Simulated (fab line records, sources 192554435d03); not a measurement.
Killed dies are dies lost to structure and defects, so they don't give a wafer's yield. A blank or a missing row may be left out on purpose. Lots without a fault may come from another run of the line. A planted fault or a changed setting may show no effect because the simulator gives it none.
fab line records | flow n5_finfet
record lots=7 wafers=39
route steps=1938 shown PMOS_HMC_CHANNEL_EPI@78 DUMMY_GATE@228 HKMG_FIN@388 GATE_CUT@469 BEOL_M4@1111
start_h: hours from the record's first day to the start of the lot's first wafer shown | wait_h: hours since the lot's step before | " the same as in the row above | L1.1+2: a row that stands for several wafers | - no value, or no start given | * or withheld: withheld | < > ~ a bound
route shown NAME@n: a module of which the file shows steps, and the number in the route of the first | usual: mean/standard deviation of fault-free wafers | same: alike in all rows | chamber/n: place in a boat | sites: the reading at each site | _std_site: their standard deviation | _edge_site: outer sites' mean less inner sites' | radius_mm: how far each site lies from the wafer's centre | mask NAME#n: copy n | behind: the tool/chamber that last shaped the wafer | hold: why the lot was held/for how many hours/how that ended | device: the transistor (n, p or np) that didn't switch | end of line: the same wafers' tests at the end of the route | a step without rows: its recipe alone | killed: dies lost to structure and defects at the first sort, not the wafer's yield | map: a wafer's dies, x killed, . not, _ none there
set.NAME: the setting as run; set.NAME@STEP: as run at that earlier step | model.NAME: the simulator's own value behind a step, which no gauge read
lots whose settings were changed on purpose; a table a step, a row a wafer
## steps
# step N5_PMOS_HMC_CHANNEL_EPI_EPI_20
# recipe material=SiGe30 mask_material=SiO2 pressure_torr=20 target_thk_a=590 temp_c=600
# step N5_DUMMY_GATE_EXPOSE_12
# recipe mask_id=GATE na=0.33 source_shape=annular sigma_inner=0.2 sigma_outer=0.6 polarization=unpolarized target_cd_nm=25 dose_mj=34
# step N5_DUMMY_GATE_ETCH_37
# recipe chemistry=N2/H2 target=SOC target_depth_a=600 overetch_a=300 temp_c=40 ion_energy_ev=200 pressure_mtorr=30 source_w=840 bias_w=150 n2_flow_sccm=200 h2_flow_sccm=200
# step N5_DUMMY_GATE_ETCH_31
# recipe chemistry=C4F6/O2 target=SiO2 mask_material=SOC target_depth_a=825 time_s=27.5 ion_energy_ev=250 pressure_mtorr=30 source_w=345 bias_w=185 Ar_flow_sccm=300 C4F6_flow_sccm=10 O2_flow_sccm=10
# step N5_DUMMY_GATE_ETCH_44
# recipe chemistry=HBr/O2 over_etch_frac=0.7 target_depth_a=1275 stop_on=SiO2 ion_energy_ev=60 bias_w=20 target=poly-Si mask_material=SiO2 pressure_mtorr=20 icp_w=400 HBr_flow_sccm=120 O2_flow_sccm=10
# step N5_HKMG_FIN_ALD_74
# recipe material=La2O3 target_thk_a=5 temp_c=250 ald_precursor_family=La-Cp ald_co_reactant=O3 pulse_time_s=6 co_reactant_pulse_time_s=1 purge_time_s=3 co_reactant_purge_time_s=3
# step N5_HKMG_FIN_ALD_75
# recipe material=Al2O3 target_thk_a=10 temp_c=150 ald_precursor_family=TMA ald_co_reactant=H2O pulse_time_s=withheld co_reactant_pulse_time_s=1
# step N5_HKMG_FIN_NWFM_ALD_20
# recipe material=TiAlC target_thk_a=20 temp_c=300 ald_precursor_family=TiCl4 ald_co_reactant=TEA pulse_time_s=3 purge_time_s=2 co_reactant_purge_time_s=2 co_reactant_pulse_time_s=10 ald_cycles=7 pressure_torr=3
# step N5_GATE_CUT_ETCH_58
# recipe chemistry=CH3F/O2 target=SiNx target_depth_a=170 time_s=128.6 ion_energy_ev=50 pressure_mtorr=30 source_w=415 bias_w=21 Ar_flow_sccm=150 CH3F_flow_sccm=30 O2_flow_sccm=20
# step N5_BEOL_M4_RC_MEAS_101
# usual DIBL_N=36.2/2.2 DIBL_P=36.5/3 IOFF_N_85C=3.1/0.63 IOFF_N_LONG=5.54e-05/2.8e-06 VT_N_LONG=274.3/1.8 VT_P=-250/3.9
# columns lot.wafer tool chamber start_h wait_h set.temp_c@PMOS_HMC_CHANNEL_EPI_EPI_20 set.dose_mj@DUMMY_GATE_EXPOSE_12 set.source_w@DUMMY_GATE_ETCH_37 set.target_depth_a@DUMMY_GATE_ETCH_31 set.target_depth_a@DUMMY_GATE_ETCH_44 set.target_thk_a@HKMG_FIN_ALD_74 set.target_thk_a@HKMG_FIN_ALD_75 set.co_reactant_pulse_time_s@HKMG_FIN_NWFM_ALD_20 set.target_depth_a@GATE_CUT_ETCH_58 DIBL_N[mV/V] DIBL_P[mV/V] IOFF_N_85C[nA/um] IOFF_N_LONG[nA/um] VT_N_LONG[mV] VT_P[mV]
L074.1 prober-01 0 161.40 0.0 600 36 692.8 760.2 1430 5 10.38 10 190.9 34.6 34.9 2.8 5.81e-05 274.6 -252
L074.2 " 0 " " 596.9 34 840 825 1275 5 10.38 10 190.9 36.8 37.7 3.7 5.81e-05 273.2 -247
L074.3 " 0 " " 596.9 36 692.8 825 1275 5 10 10 170 40.6 40.8 4.9 5.89e-05 272.2 -244
L074.4 " 0 " " 600 34 692.8 760.2 1275 5 10.38 10 170 34.7 33.9 2.8 5.82e-05 272.0 -252
L074.5 " 0 " " 600 36 840 825 1430 5 10 10 190.9 38.5 40.4 4.2 5.82e-05 273.4 -245
L074.6 " 0 " " 596.9 34 840 760.2 1430 5 10 10 170 36.1 35.3 3.2 5.85e-05 275.0 -250
L079.1 prober-01 0 189.21 0.0 600 34 840 825 1275 5 10 10 170 38.1 37.1 3.8 5.99e-05 271.3 -247
L079.2 " 0 " " 600 34 840 825 1275 5 10 10 170 38.5 39.0 3.8 5.85e-05 272.2 -245
L079.3 " 0 " " 600 34 840 825 1275 5 10 10 170 35.3 35.3 2.8 5.89e-05 269.7 -245
L086.1 prober-02 0 248.27 0.0 595.7 34 748.9 825 1142 5 9.4 10 149.2 32.6 30.9 2.3 5.65e-05 275.7 -250
L086.2 " 0 " " 595.7 34 840 867.1 1275 5 9.4 10 149.2 36.9 37.0 3.6 5.57e-05 277.9 -242
L086.3 " 0 " " 595.7 31.96 840 867.1 1275 5 10 10 170 33.8 33.9 2.6 5.49e-05 277.1 -246
L086.4 " 0 " " 600 34 748.9 867.1 1142 5 10 10 149.2 35.9 34.2 2.9 5.56e-05 275.3 -250
L086.5 " 0 " " 600 31.96 748.9 825 1275 5 10 10 170 30.8 29.9 2.1 5.51e-05 273.3 -253
L086.6 " 0 " " 600 31.96 840 825 1142 5 9.4 10 170 29.6 28.6 1.8 5.52e-05 276.8 -254
L090.1 prober-02 0 271.97 0.0 603.9 32.34 840 825 1331 5 9.314 10 148.5 31.4 31.4 2.0 5.43e-05 274.8 -257
L090.2 " 0 " " 603.9 34 748.2 905 1331 5 9.314 11.66 170 36.0 37.8 3.1 5.88e-05 270.2 -252
L090.3 " 0 " " 600 34 748.2 825 1275 5 10 11.66 148.5 33.7 33.7 2.3 5.73e-05 269.9 -254
L090.4 " 0 " " 603.9 32.34 748.2 825 1275 4.641 9.314 10 170 32.7 32.7 2.2 5.53e-05 275.6 -249
L090.5 " 0 " " 600 32.34 840 905 1331 4.641 10 11.66 148.5 33.9 34.1 2.5 5.79e-05 270.1 -247
L090.6 " 0 " " 600 34 840 905 1275 4.641 10 10 170 34.1 33.6 2.4 5.53e-05 274.6 -247
L094.1 prober-01 0 286.71 0.0 600 34 791.1 825 1275 5.434 9.265 10 187.1 37.1 38.1 3.6 5.91e-05 273.8 -252
L094.2 " 0 " " 600 34 840 825 1275 5.434 10 8.772 187.1 36.1 37.7 3.2 5.37e-05 277.1 -251
L094.3 " 0 " " 600 31.77 840 729.1 1350 5.434 10 10 170 30.6 30.4 2.1 5.82e-05 271.8 -257
L094.4 " 0 " " 600 31.77 791.1 729.1 1275 5 10 10 170 32.9 32.0 2.7 5.83e-05 271.5 -251
L094.5 " 0 " " 600 34 840 729.1 1350 5 9.265 8.772 187.1 35.0 35.6 2.8 5.48e-05 274.6 -247
L094.6 " 0 " " 600 31.77 791.1 825 1350 5 9.265 8.772 170 31.3 30.6 1.9 5.44e-05 276.6 -251
L095.1 prober-01 0 289.05 0.0 606.3 31.35 935.3 784.8 1142 5 10 7.737 170 32.4 33.3 1.9 4.74e-05 282.2 -257
L095.2 " 0 " " 606.3 31.35 840 825 1142 5 8.891 7.737 170 30.9 32.0 1.6 4.79e-05 281.1 -259
L095.3 " 0 " " 600 34 935.3 825 1142 5 10 10 170 39.5 40.6 3.7 5.39e-05 274.9 -249
L095.4 " 0 " " 606.3 34 840 784.8 1275 5 10 10 170 36.9 39.0 3.0 5.31e-05 276.8 -256
L095.5 " 0 " " 600 31.35 840 784.8 1275 5 8.891 7.737 170 33.0 34.3 1.8 4.71e-05 281.7 -253
L095.6 " 0 " " 600 34 935.3 825 1275 5 8.891 10 170 36.5 38.3 2.8 5.38e-05 275.4 -250
L097.1 prober-01 0 320.94 0.0 600 34 840 720.8 1275 5 10 10 152.8 35.4 36.4 3.1 5.55e-05 273.7 -250
L097.2 " 0 " " 600 31.55 840 825 1188 5 10 10 170 29.7 31.0 2.1 5.48e-05 272.4 -253
L097.3 " 0 " " 600 31.55 840 825 1275 5 8.699 10 170 31.3 32.6 2.5 5.46e-05 271.2 -253
L097.4 " 0 " " 605.4 34 840 720.8 1188 5 8.699 10 170 35.8 37.0 3.4 5.6e-05 276.1 -252
L097.5 " 0 " " 605.4 31.55 840 720.8 1188 5 8.699 10 152.8 28.0 27.7 1.7 5.48e-05 272.7 -260
L097.6 " 0 " " 605.4 34 840 825 1275 5 10 10 152.8 36.3 39.3 3.6 5.45e-05 274.9 -251
## key
split step=N5_PMOS_HMC_CHANNEL_EPI_EPI_20 setting=temp_c stated_as=600
response none clear
split step=N5_DUMMY_GATE_EXPOSE_12 setting=dose_mj stated_as=34
response step=N5_BEOL_M4_RC_MEAS_101 reading=DIBL_N slope=+0.609 per=1% together_with=all explained=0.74
response step=N5_BEOL_M4_RC_MEAS_101 reading=DIBL_P slope=+0.687 per=1% together_with=all explained=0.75
response step=N5_BEOL_M4_RC_MEAS_101 reading=VT_P slope=+0.564 per=1% together_with=all explained=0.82
response step=N5_BEOL_M4_RC_MEAS_101 reading=IOFF_N_85C slope=+0.133 per=1% together_with=all explained=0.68
split step=N5_DUMMY_GATE_ETCH_37 setting=source_w stated_as=840
response none clear
split step=N5_DUMMY_GATE_ETCH_31 setting=target_depth_a stated_as=825
response none clear
split step=N5_DUMMY_GATE_ETCH_44 setting=target_depth_a stated_as=1275
response none clear
split step=N5_HKMG_FIN_ALD_74 setting=target_thk_a stated_as=5
response none clear
split step=N5_HKMG_FIN_ALD_75 setting=target_thk_a stated_as=10
response none clear
split step=N5_HKMG_FIN_NWFM_ALD_20 setting=co_reactant_pulse_time_s stated_as=10
response step=N5_BEOL_M4_RC_MEAS_101 reading=IOFF_N_LONG slope=+2.6e-07 per=1% together_with=all explained=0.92
response step=N5_BEOL_M4_RC_MEAS_101 reading=VT_N_LONG slope=-0.303 per=1% together_with=all explained=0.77
split step=N5_GATE_CUT_ETCH_58 setting=target_depth_a stated_as=170
response none clear
